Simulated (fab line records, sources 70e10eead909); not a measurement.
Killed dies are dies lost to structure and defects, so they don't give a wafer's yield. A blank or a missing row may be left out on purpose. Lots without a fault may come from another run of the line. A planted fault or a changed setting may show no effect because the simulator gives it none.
Which tool did it? | flow nand_harc | 22 lots, 66 wafers sampled, at 6 steps of a route of 1159

WHAT THE GAUGES READ, wafer by wafer
The record holds no reading of a measuring or inspecting step that can be judged against a usual standard deviation.

WHICH TOOL RAN EACH LOT (tool, then ch and the chambers of the sampled wafers, then the start)
lot  | NHARC_A_CHANNEL_HOLE_D1_ETCH_19  | NHARC_A_CHANNEL_HOLE_D1_ETCH_24  | NHARC_A_CHANNEL_FILL_D1_ALD_03                 | NHARC_A_STAIRCASE_DESCUM_168       | NHARC_A_STAIRCASE_DESCUM_11        | NHARC_A_STAIRCASE_STRIP_175
L075 | har_etch-02 ch 0,1, day 8 11:58  | har_etch-02 ch 0,1, day 8 14:05  | ald_sin_batch-01 ch 0, day 10 20:44 or earlier | rie_diel-06 ch 1,2, day 10 20:44   | rie_diel-07 ch 0,1,2, day 10 22:35 | plasma_asher-02 ch 0,1, day 11 00:57
L074 | har_etch-02 ch 0,1, day 8 16:08  | har_etch-02 ch 0,1, day 8 18:22  | ald_sin_batch-01 ch 0, day 11 02:31 or earlier | rie_diel-07 ch 0,2,3, day 11 02:31 | rie_diel-02 ch 1,2,3, day 11 04:32 | plasma_asher-01 ch 0,1, day 11 08:50
L077 | har_etch-01 ch 0,1, day 8 23:39  | har_etch-01 ch 0,1, day 9 01:46  | ald_sin_batch-02 ch 0, day 11 12:00 or earlier | rie_diel-02 ch 2,3, day 11 12:00   | rie_diel-06 ch 0,1,3, day 11 13:53 | plasma_asher-02 ch 0,1, day 11 16:20
L076 | har_etch-02 ch 0,1, day 8 23:47  | har_etch-02 ch 0,1, day 9 02:01  | ald_sin_batch-02 ch 0, day 11 08:49 or earlier | rie_diel-02 ch 1,3, day 11 08:49   | rie_diel-02 ch 0,1,3, day 11 10:53 | plasma_asher-02 ch 0,1, day 11 13:46
L078 | har_etch-01 ch 0,1, day 9 03:47  | har_etch-01 ch 0,1, day 9 05:55  | ald_sin_batch-02 ch 0, day 11 08:32 or earlier | rie_diel-02 ch 0,1,3, day 11 08:32 | rie_diel-07 ch 0,1,3, day 11 10:28 | plasma_asher-01 ch 0,1, day 11 13:25
L079 | har_etch-02 ch 0,1, day 9 08:20  | har_etch-02 ch 0,1, day 9 10:34  | ald_sin_batch-01 ch 0, day 11 18:50 or earlier | rie_diel-06 ch 0,1, day 11 18:50   | rie_diel-06 ch 0,1,2, day 11 20:32 | plasma_asher-02 ch 0,1, day 11 23:43
L080 | har_etch-01 ch 0,1, day 10 00:06 | har_etch-01 ch 0,1, day 10 02:26 | ald_sin_batch-01 ch 0, day 12 07:00 or earlier | rie_diel-02 ch 1,3, day 12 07:00   | rie_diel-07 ch 1,3, day 12 08:52   | plasma_asher-01 ch 0,1, day 12 11:50
L081 | har_etch-02 ch 0,1, day 10 00:10 | har_etch-02 ch 0,1, day 10 02:17 | ald_sin_batch-01 ch 0, day 12 07:09 or earlier | rie_diel-07 ch 1,2,3, day 12 07:09 | rie_diel-07 ch 1,2, day 12 09:04   | plasma_asher-02 ch 0,1, day 12 12:13
L083 | har_etch-02 ch 0,1, day 10 09:56 | har_etch-02 ch 0,1, day 10 12:05 | ald_sin_batch-02 ch 0, day 12 19:36 or earlier | rie_diel-07 ch 1,2,3, day 12 19:36 | rie_diel-02 ch 0,1,3, day 12 21:29 | plasma_asher-01 ch 0,1, day 13 01:28
L084 | har_etch-01 ch 0,1, day 10 14:04 | har_etch-01 ch 0,1, day 10 16:26 | ald_sin_batch-01 ch 0, day 13 03:21 or earlier | rie_diel-06 ch 1,3, day 13 03:21   | rie_diel-07 ch 1,2,3, day 13 05:17 | plasma_asher-02 ch 0,1, day 13 07:35
L087 | har_etch-02 ch 0,1, day 11 11:17 | har_etch-02 ch 0,1, day 11 13:25 | ald_sin_batch-02 ch 0, day 13 23:02 or earlier | rie_diel-02 ch 0,1,3, day 13 23:02 | rie_diel-06 ch 0,1,2, day 14 01:01 | plasma_asher-01 ch 0,1, day 14 03:32
L085 | har_etch-01 ch 0,1, day 11 11:26 | har_etch-01 ch 0,1, day 11 13:35 | ald_sin_batch-02 ch 0, day 13 23:31 or earlier | rie_diel-06 ch 0,3, day 13 23:31   | rie_diel-06 ch 2,3, day 14 02:35   | plasma_asher-02 ch 0, day 14 05:38
L086 | har_etch-02 ch 0,1, day 11 15:27 | har_etch-02 ch 0,1, day 11 17:34 | ald_sin_batch-01 ch 0, day 13 23:20 or earlier | rie_diel-02 ch 0,1,3, day 13 23:20 | rie_diel-06 ch 0,1,3, day 14 01:20 | plasma_asher-01 ch 0,1, day 14 04:17
L089 | har_etch-01 ch 0,1, day 12 01:16 | har_etch-01 ch 0,1, day 12 03:38 | ald_sin_batch-01 ch 0, day 14 14:37 or earlier | rie_diel-06 ch 1,2, day 14 14:37   | rie_diel-07 ch 0,2,3, day 14 16:38 | plasma_asher-01 ch 0,1, day 14 19:56
L088 | har_etch-02 ch 0,1, day 12 02:13 | har_etch-02 ch 0,1, day 12 04:21 | ald_sin_batch-01 ch 0, day 14 10:46 or earlier | rie_diel-06 ch 0,1,3, day 14 10:46 | rie_diel-02 ch 0,1,3, day 14 12:31 | plasma_asher-01 ch 0,1, day 14 15:04
L091 | har_etch-01 ch 0,1, day 12 07:20 | har_etch-01 ch 0,1, day 12 09:26 | ald_sin_batch-02 ch 0, day 14 14:55 or earlier | rie_diel-06 ch 0,1,2, day 14 14:55 | rie_diel-06 ch 0,2,3, day 14 16:48 | plasma_asher-01 ch 0,1, day 14 20:50
L090 | har_etch-02 ch 0,1, day 12 07:41 | har_etch-02 ch 0,1, day 12 09:54 | ald_sin_batch-02 ch 0, day 14 14:44 or earlier | rie_diel-02 ch 1,2,3, day 14 14:44 | rie_diel-07 ch 0,2,3, day 14 16:50 | plasma_asher-02 ch 0,1, day 14 20:10
L093 | har_etch-02 ch 0,1, day 13 06:13 | har_etch-02 ch 0,1, day 13 08:28 | ald_sin_batch-01 ch 0, day 15 21:30 or earlier | rie_diel-02 ch 1,2,3, day 15 21:30 | rie_diel-02 ch 0,3, day 15 23:44   | plasma_asher-01 ch 0,1, day 16 03:11
L094 | har_etch-01 ch 0,1, day 13 09:53 | har_etch-01 ch 0,1, day 13 12:14 | ald_sin_batch-01 ch 0, day 16 01:16 or earlier | rie_diel-06 ch 0,1,2, day 16 01:16 | rie_diel-07 ch 0,1,3, day 16 03:29 | plasma_asher-01 ch 0,1, day 16 06:46
L096 | har_etch-02 ch 0,1, day 13 14:05 | har_etch-02 ch 0,1, day 13 16:13 | ald_sin_batch-03 ch 0, day 15 21:39 or earlier | rie_diel-06 ch 1,2,3, day 15 21:39 | rie_diel-02 ch 0,1,2, day 15 23:29 | plasma_asher-01 ch 0,1, day 16 02:54
L095 | har_etch-01 ch 0,1, day 13 15:51 | har_etch-01 ch 0,1, day 13 18:00 | ald_sin_batch-03 ch 0, day 15 21:20 or earlier | rie_diel-06 ch 0,1,2, day 15 21:20 | rie_diel-02 ch 0,1,3, day 15 23:03 | plasma_asher-01 ch 0,1, day 16 01:25
L097 | har_etch-02 ch 0,1, day 14 01:40 | har_etch-02 ch 0,1, day 14 03:49 | ald_sin_batch-02 ch 0, day 16 11:08 or earlier | rie_diel-07 ch 1,2,3, day 16 11:08 | rie_diel-06 ch 1,2, day 16 13:01   | plasma_asher-02 ch 0,1, day 16 15:40
- NHARC_A_CHANNEL_HOLE_D1_ETCH_19: etches the open film in C4F8/O2/Ar, time 34.5 s.
- NHARC_A_CHANNEL_HOLE_D1_ETCH_24: etches the open film in C4F8/O2/Ar, time 906.2 s, target depth 1500 nm.
- NHARC_A_CHANNEL_FILL_D1_ALD_03: deposits SiNx, target thk 6 nm, pulse time 60 s, ald cycles 58.
- NHARC_A_STAIRCASE_DESCUM_168: chemistry O2, time 3 s.
- NHARC_A_STAIRCASE_DESCUM_11: chemistry O2, time 3 s.
- NHARC_A_STAIRCASE_STRIP_175: strips in O2.

WHAT THE TOOLS THEMSELVES READ (means of the sampled wafers that have a number; where no wafer has one, the mark that the record gives instead)
NHARC_A_CHANNEL_HOLE_D1_ETCH_19. Usual: drypump_motor_current_A 6.0 A, standard deviation 0.81; showerhead_plenum_p_Torr 3.76 Torr, standard deviation 0.087; temp_c -20.01 C, standard deviation 0.11; throttle_valve_pct 37.039 %, standard deviation 0.009.
lot  | tool        | drypump_motor_current_A (A) | showerhead_plenum_p_Torr (Torr) | temp_c (C) | throttle_valve_pct (%) | flag
L075 | har_etch-02 | 5.5                         | 3.79                            | -20.08     | 37.055                 |
L074 | har_etch-02 | 6.1                         | 3.81                            | -20.03     | 37.042                 |
L077 | har_etch-01 | 6.4                         | 3.70                            | -19.92     | 37.027                 |
L076 | har_etch-02 | 5.5                         | 3.78                            | -19.93     | 37.042                 |
L078 | har_etch-01 | 6.4                         | 3.79                            | -19.92     | 37.033                 |
L079 | har_etch-02 | 5.5                         | 3.78                            | -19.87     | 37.034                 |
L080 | har_etch-01 | 6.4                         | 3.78                            | -20.07     | 37.039                 |
L081 | har_etch-02 | 6.1                         | 3.80                            | -20.01     | 37.045                 |
L083 | har_etch-02 | 6.1                         | 3.80                            | -20.05     | 37.036                 |
L084 | har_etch-01 | 6.4                         | 3.78                            | -19.97     | 37.038                 |
L087 | har_etch-02 | 6.1                         | 3.79                            | -20.01     | 37.038                 |
L085 | har_etch-01 | 6.4                         | 3.69                            | -20.03     | 37.043                 |
L086 | har_etch-02 | 5.5                         | 3.77                            | -19.97     | 37.039                 |
L089 | har_etch-01 | 6.4                         | 3.69                            | -20.01     | 37.037                 |
L088 | har_etch-02 | 5.5                         | 3.76                            | -20.00     | 37.047                 |
L091 | har_etch-01 | 6.4                         | 3.77                            | -19.95     | 37.040                 |
L090 | har_etch-02 | 6.1                         | 3.78                            | -20.08     | 37.040                 |
L093 | har_etch-02 | 6.1                         | 3.78                            | -19.99     | 37.031                 |
L094 | har_etch-01 | 6.4                         | 3.77                            | -20.04     | 37.044                 |
L096 | har_etch-02 | 5.5                         | 3.75                            | -20.06     | 37.035                 |
L095 | har_etch-01 | 6.4                         | 3.76                            | -19.92     | 37.042                 |
L097 | har_etch-02 | 5.5                         | 3.75                            | -20.00     | 37.040                 |

NHARC_A_CHANNEL_HOLE_D1_ETCH_24. Usual: drypump_motor_current_A 6.0 A, standard deviation 0.81; showerhead_plenum_p_Torr 3.71 Torr, standard deviation 0.083; temp_c -20.00 C, standard deviation 0.1; throttle_valve_pct 32.234 %, standard deviation 0.0098.
lot  | tool        | drypump_motor_current_A (A) | showerhead_plenum_p_Torr (Torr) | temp_c (C) | throttle_valve_pct (%) | flag
L075 | har_etch-02 | 5.5                         | 3.74                            | -20.06     | 32.240                 |
L074 | har_etch-02 | 6.1                         | 3.76                            | -19.96     | 32.230                 |
L077 | har_etch-01 | 6.4                         | 3.66                            | -20.14     | 32.233                 |
L076 | har_etch-02 | 5.5                         | 3.73                            | -20.00     | 32.233                 |
L078 | har_etch-01 | 6.3                         | 3.74                            | -20.13     | 32.228                 |
L079 | har_etch-02 | 5.5                         | 3.73                            | -20.06     | 32.241                 |
L080 | har_etch-01 | 6.4                         | 3.73                            | -20.06     | 32.231                 |
L081 | har_etch-02 | 6.1                         | 3.75                            | -19.91     | 32.234                 |
L083 | har_etch-02 | 6.2                         | 3.74                            | -19.89     | 32.234                 |
L084 | har_etch-01 | 6.4                         | 3.73                            | -19.94     | 32.243                 |
L087 | har_etch-02 | 6.1                         | 3.74                            | -19.97     | 32.236                 |
L085 | har_etch-01 | 6.4                         | 3.65                            | -19.95     | 32.226                 |
L086 | har_etch-02 | 5.5                         | 3.72                            | -19.97     | 32.231                 |
L089 | har_etch-01 | 6.4                         | 3.64                            | -19.93     | 32.234                 |
L088 | har_etch-02 | 5.5                         | 3.72                            | -20.02     | 32.244                 |
L091 | har_etch-01 | 6.4                         | 3.72                            | -20.13     | 32.236                 |
L090 | har_etch-02 | 6.2                         | 3.73                            | -20.00     | 32.230                 |
L093 | har_etch-02 | 6.1                         | 3.73                            | -20.00     | 32.239                 |
L094 | har_etch-01 | 6.4                         | 3.71                            | -20.01     | 32.239                 |
L096 | har_etch-02 | 5.5                         | 3.71                            | -20.06     | 32.230                 |
L095 | har_etch-01 | 6.4                         | 3.71                            | -19.98     | 32.241                 |
L097 | har_etch-02 | 5.5                         | 3.70                            | -19.95     | 32.237                 |

NHARC_A_CHANNEL_FILL_D1_ALD_03. Usual: precursor_pulse_height_rel 1.002, standard deviation 0.019.
lot  | tool             | precursor_pulse_height_rel | flag
L075 | ald_sin_batch-01 | 0.997                      |
L074 | ald_sin_batch-01 | 0.991                      |
L077 | ald_sin_batch-02 | 1.001                      |
L076 | ald_sin_batch-02 | 0.986                      |
L078 | ald_sin_batch-02 | 1.023                      |
L079 | ald_sin_batch-01 | 0.988                      |
L080 | ald_sin_batch-01 | 0.999                      |
L081 | ald_sin_batch-01 | 1.030                      |
L083 | ald_sin_batch-02 | 0.991                      |
L084 | ald_sin_batch-01 | 0.997                      |
L087 | ald_sin_batch-02 | 0.998                      |
L085 | ald_sin_batch-02 | 0.998                      |
L086 | ald_sin_batch-01 | 1.008                      |
L089 | ald_sin_batch-01 | 1.002                      |
L088 | ald_sin_batch-01 | 1.007                      |
L091 | ald_sin_batch-02 | 1.007                      |
L090 | ald_sin_batch-02 | 1.011                      |
L093 | ald_sin_batch-01 | 0.998                      |
L094 | ald_sin_batch-01 | 1.003                      |
L096 | ald_sin_batch-03 | 0.989                      |
L095 | ald_sin_batch-03 | 1.022                      |
L097 | ald_sin_batch-02 | 1.012                      |

NHARC_A_STAIRCASE_DESCUM_168. Usual: drypump_motor_current_A 5.4 A, standard deviation 0.39; oes_product_au 1.002 a.u., standard deviation 0.0077; rf_vpp_V 58.0 V, standard deviation 0.79; showerhead_plenum_p_Torr 1.96 Torr, standard deviation 0.08; throttle_valve_pct 11.311 %, standard deviation 0.0088.
lot  | tool        | drypump_motor_current_A (A) | oes_product_au (a.u.) | rf_vpp_V (V) | showerhead_plenum_p_Torr (Torr) | throttle_valve_pct (%) | flag
L075 | rie_diel-06 | 5.2                         | 1.002                 | 57.9         | 1.98                            | 11.312                 |
L074 | rie_diel-07 | 5.6                         | 1.000                 | 59.4         | 1.97                            | 11.312                 |
L077 | rie_diel-02 | 5.5                         | 1.002                 | 58.4         | 2.03                            | 11.308                 |
L076 | rie_diel-02 | 5.9                         | 0.989                 | 57.2         | 1.93                            | 11.309                 |
L078 | rie_diel-02 | 5.8                         | 0.998                 | 57.1         | 1.88                            | 11.308                 |
L079 | rie_diel-06 | 5.1                         | 1.005                 | 58.4         | 1.96                            | 11.303                 |
L080 | rie_diel-02 | 5.7                         | 0.994                 | 57.5         | 1.87                            | 11.307                 |
L081 | rie_diel-07 | 5.6                         | 1.000                 | 57.8         | 1.94                            | 11.308                 |
L083 | rie_diel-07 | 5.6                         | 1.006                 | 58.2         | 1.94                            | 11.317                 |
L084 | rie_diel-06 | 4.9                         | 0.998                 | 58.2         | 2.01                            | 11.310                 |
L087 | rie_diel-02 | 5.8                         | 0.993                 | 57.2         | 1.87                            | 11.316                 |
L085 | rie_diel-06 | 4.9                         | 1.000                 | 58.1         | 2.04                            | 11.313                 |
L086 | rie_diel-02 | 5.8                         | 1.000                 | 57.3         | 1.87                            | 11.315                 |
L089 | rie_diel-06 | 5.2                         | 1.009                 | 57.6         | 1.97                            | 11.309                 |
L088 | rie_diel-06 | 5.0                         | 1.000                 | 57.7         | 2.00                            | 11.316                 |
L091 | rie_diel-06 | 5.2                         | 1.015                 | 58.3         | 2.00                            | 11.308                 |
L090 | rie_diel-02 | 5.6                         | 1.000                 | 57.8         | 1.95                            | 11.317                 |
L093 | rie_diel-02 | 5.6                         | 0.997                 | 57.8         | 1.94                            | 11.311                 |
L094 | rie_diel-06 | 5.2                         | 1.000                 | 58.5         | 1.99                            | 11.316                 |
L096 | rie_diel-06 | 5.1                         | 1.001                 | 57.8         | 2.00                            | 11.319                 |
L095 | rie_diel-06 | 5.2                         | 1.008                 | 58.4         | 1.99                            | 11.305                 |
L097 | rie_diel-07 | 5.6                         | 1.008                 | 58.3         | 1.93                            | 11.310                 |

NHARC_A_STAIRCASE_DESCUM_11. Usual: drypump_motor_current_A 5.5 A, standard deviation 0.34; oes_product_au 1.001 a.u., standard deviation 0.0066; rf_vpp_V 57.9 V, standard deviation 0.99; showerhead_plenum_p_Torr 1.95 Torr, standard deviation 0.081; throttle_valve_pct 11.312 %, standard deviation 0.01.
lot  | tool        | drypump_motor_current_A (A) | oes_product_au (a.u.) | rf_vpp_V (V) | showerhead_plenum_p_Torr (Torr) | throttle_valve_pct (%) | flag
L075 | rie_diel-07 | 5.6                         | 1.001                 | 58.9         | 1.97                            | 11.308                 |
L074 | rie_diel-02 | 5.6                         | 1.004                 | 57.8         | 1.96                            | 11.317                 |
L077 | rie_diel-06 | 5.0                         | 0.999                 | 58.0         | 2.00                            | 11.314                 |
L076 | rie_diel-02 | 5.8                         | 0.995                 | 57.9         | 1.88                            | 11.312                 |
L078 | rie_diel-07 | 5.6                         | 0.998                 | 58.8         | 1.95                            | 11.319                 |
L079 | rie_diel-06 | 5.1                         | 1.005                 | 57.9         | 2.00                            | 11.317                 |
L080 | rie_diel-07 | 5.5                         | 1.000                 | 57.6         | 1.92                            | 11.308                 |
L081 | rie_diel-07 | 5.6                         | 1.005                 | 57.3         | 1.96                            | 11.327                 |
L083 | rie_diel-02 | 5.8                         | 0.994                 | 57.7         | 1.87                            | 11.305                 |
L084 | rie_diel-07 | 5.6                         | 0.999                 | 58.2         | 1.94                            | 11.315                 |
L087 | rie_diel-06 | 5.2                         | 1.006                 | 58.1         | 2.00                            | 11.313                 |
L085 | rie_diel-06 | 5.1                         | 1.010                 | 58.6         | 2.05                            | 11.313                 |
L086 | rie_diel-06 | 5.0                         | 0.998                 | 56.9         | 2.00                            | 11.314                 |
L089 | rie_diel-07 | 5.6                         | 0.995                 | 58.1         | 1.95                            | 11.299                 |
L088 | rie_diel-02 | 5.8                         | 0.994                 | 56.5         | 1.87                            | 11.304                 |
L091 | rie_diel-06 | 5.0                         | 0.999                 | 57.5         | 2.04                            | 11.309                 |
L090 | rie_diel-07 | 5.6                         | 0.995                 | 57.5         | 1.95                            | 11.315                 |
L093 | rie_diel-02 | 6.0                         | 1.003                 | 57.7         | 1.93                            | 11.313                 |
L094 | rie_diel-07 | 5.6                         | 1.004                 | 57.7         | 1.94                            | 11.321                 |
L096 | rie_diel-02 | 5.5                         | 1.002                 | 56.3         | 1.90                            | 11.307                 |
L095 | rie_diel-02 | 5.8                         | 0.999                 | 57.8         | 1.87                            | 11.313                 |
L097 | rie_diel-06 | 5.3                         | 1.004                 | 58.5         | 2.00                            | 11.311                 |

NHARC_A_STAIRCASE_STRIP_175. Usual: drypump_motor_current_A 5.8 A, standard deviation 0.45; heater_power_w 302 W, standard deviation 27; temp_c 249.98 C, standard deviation 0.16.
lot  | tool            | drypump_motor_current_A (A) | heater_power_w (W) | temp_c (C) | flag
L075 | plasma_asher-02 | 6.0                         | 326                | 250.09     |
L074 | plasma_asher-01 | 5.9                         | 280                | 249.87     |
L077 | plasma_asher-02 | 6.0                         | 326                | 249.90     |
L076 | plasma_asher-02 | 5.9                         | 305                | 249.93     |
L078 | plasma_asher-01 | 5.5                         | 291                | 249.88     |
L079 | plasma_asher-02 | 5.9                         | 301                | 250.05     |
L080 | plasma_asher-01 | 5.5                         | 292                | 250.05     |
L081 | plasma_asher-02 | 6.0                         | 324                | 249.89     |
L083 | plasma_asher-01 | 5.8                         | 286                | 249.95     |
L084 | plasma_asher-02 | 5.9                         | 299                | 249.96     |
L087 | plasma_asher-01 | 5.6                         | 293                | 250.02     |
L085 | plasma_asher-02 | 5.8                         | 284                | 249.90     |
L086 | plasma_asher-01 | 5.5                         | 294                | 250.00     |
L089 | plasma_asher-01 | 5.5                         | 296                | 249.84     |
L088 | plasma_asher-01 | 5.5                         | 294                | 249.95     |
L091 | plasma_asher-01 | 5.5                         | 299                | 249.86     |
L090 | plasma_asher-02 | 5.9                         | 308                | 250.10     |
L093 | plasma_asher-01 | 5.5                         | 295                | 250.09     |
L094 | plasma_asher-01 | 5.5                         | 301                | 249.95     |
L096 | plasma_asher-01 | 5.9                         | 284                | 249.83     |
L095 | plasma_asher-01 | 5.9                         | 292                | 249.89     |
L097 | plasma_asher-02 | 5.9                         | 312                | 249.99     |

THE ANSWER, worked out from the rows above alone
Rule: a lot is off if the mean of its wafers that have a number lies more than 3 standard deviations from the usual mean. A lot without any number at a reading at which 4 lots or more have one is off too. The other lots that the step has rows for count as sound. The gauges are gone through in route order, then the tools' own readings, and for those a lot's mean is taken as printed above. The first step at which some lot is off is used, and at that step the reading that is off furthest; a lot without a number counts as furthest.
No lot is off at any reading shown: from this, nothing can be told.

WHAT THE SIMULATOR HAD PUT IN
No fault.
